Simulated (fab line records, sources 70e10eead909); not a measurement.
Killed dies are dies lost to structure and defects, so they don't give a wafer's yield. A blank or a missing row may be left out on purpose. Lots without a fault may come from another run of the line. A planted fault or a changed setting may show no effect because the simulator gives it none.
Problem report in the 8D (eight disciplines) form, filled by code | flow nand_harc | the parts of the form that need people (team, actions taken, sign-off) are left out

1. THE PROBLEM
raw_defect_count at NHARC_A_CHANNEL_HOLE_D2_INSPECT_40 reads a mean of 680 on 2 wafers of 2 lots; wafers without a fault read 268 with a standard deviation of 85. That is +4.9 standard deviations from the usual mean.
First seen on wafer L578.2, day 17 05:00, on defect_inspect-02. The record holds 33 wafers of 11 lots with a number at this step. Rule for "out", or "out of limits": more than 4 standard deviations from the usual mean. The other wafers with a number count as sound.

2. WHAT IT IS AND WHAT IT IS NOT
question                    | is                | is not
which readings at this step | raw_defect_count  | -
which lots                  | L578, L579        | L571, L572, L573, L575, L587, L588, L589, L591, L593
which wafers of those lots  | L578.2, L579.5    | L578.1, L578.3, L579.1, L579.6
read on which gauges        | defect_inspect-02 | -
when                        | from day 17 05:00 | up to then (14 sound wafers); but 17 sound wafers of L579, L587, L588, L589, L591, L593 came after

3. SUSPECTS, AND WHAT RULES EACH OUT
Counting: a tool at a process step up to the reading stays a suspect if it ran every lot that is out. Sound lots after the first of them don't rule it out here, since some wafers of a struck lot are sound.
- the gauge at NHARC_A_CHANNEL_HOLE_D2_INSPECT_40: kept. All the wafers that are out were read on defect_inspect-02, and no step on other tools shows them out.
- har_etch-01 at NHARC_A_CHANNEL_HOLE_D2_ETCH_21 (etches the open film in C4F8/O2/Ar, time 514.3 s, target depth 1600 nm): kept. It ran every lot that is out, first L578 (day 16 23:43); its last sound lot up to then is L575 (day 15 06:38).
- Within har_etch-01 at NHARC_A_CHANNEL_HOLE_D2_ETCH_21: the wafers that are out ran in chamber 0; their sound lot-mates ran in chamber 1.
Left after counting: har_etch-01 at NHARC_A_CHANNEL_HOLE_D2_ETCH_21, defect_inspect-02 at NHARC_A_CHANNEL_HOLE_D2_INSPECT_40.

4. THE CAUSE (what the simulator had put in)
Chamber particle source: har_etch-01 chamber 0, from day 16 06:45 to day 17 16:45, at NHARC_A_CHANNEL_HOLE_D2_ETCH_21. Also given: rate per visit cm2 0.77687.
Counting left 2 suspects, and this tool is among them.

5. THE CHAIN OF EFFECTS, in route order
Each row: a reading whose mean over the struck wafers that have a number lies more than 3 standard deviations from the usual. Only readings for which the record gives a usual standard deviation are gone through. hours: the time from each lot's start at the first step in this table that gives one to its start at this step, as a median over the lots. sigmas: the change in usual standard deviations.
hours | step                               | reading          | usual | on struck wafers | change | sigmas
0     | NHARC_A_CHANNEL_HOLE_D2_INSPECT_40 | raw_defect_count | 268   | 680              | +412   | +4.9
Later measuring or inspecting steps at which every struck wafer that the step has a row for has a number for every such reading, and none has moved that far: NHARC_END_SORT_01.

6. WHAT WOULD HAVE CAUGHT IT SOONER
In this record the first reading out of limits at a measuring or inspecting step was taken at day 17 05:00, 22 hours after the fault began at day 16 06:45.
Of the tool readings at NHARC_A_CHANNEL_HOLE_D2_ETCH_21 for which the record gives a usual standard deviation, none was out on any struck wafer, so an alarm limit of 4 standard deviations on them would not have fired.
All the lots that are out (2) had begun NHARC_A_CHANNEL_HOLE_D2_ETCH_21 on har_etch-01 by day 17 05:00. A hold on the tool at that time would have spared none of them.
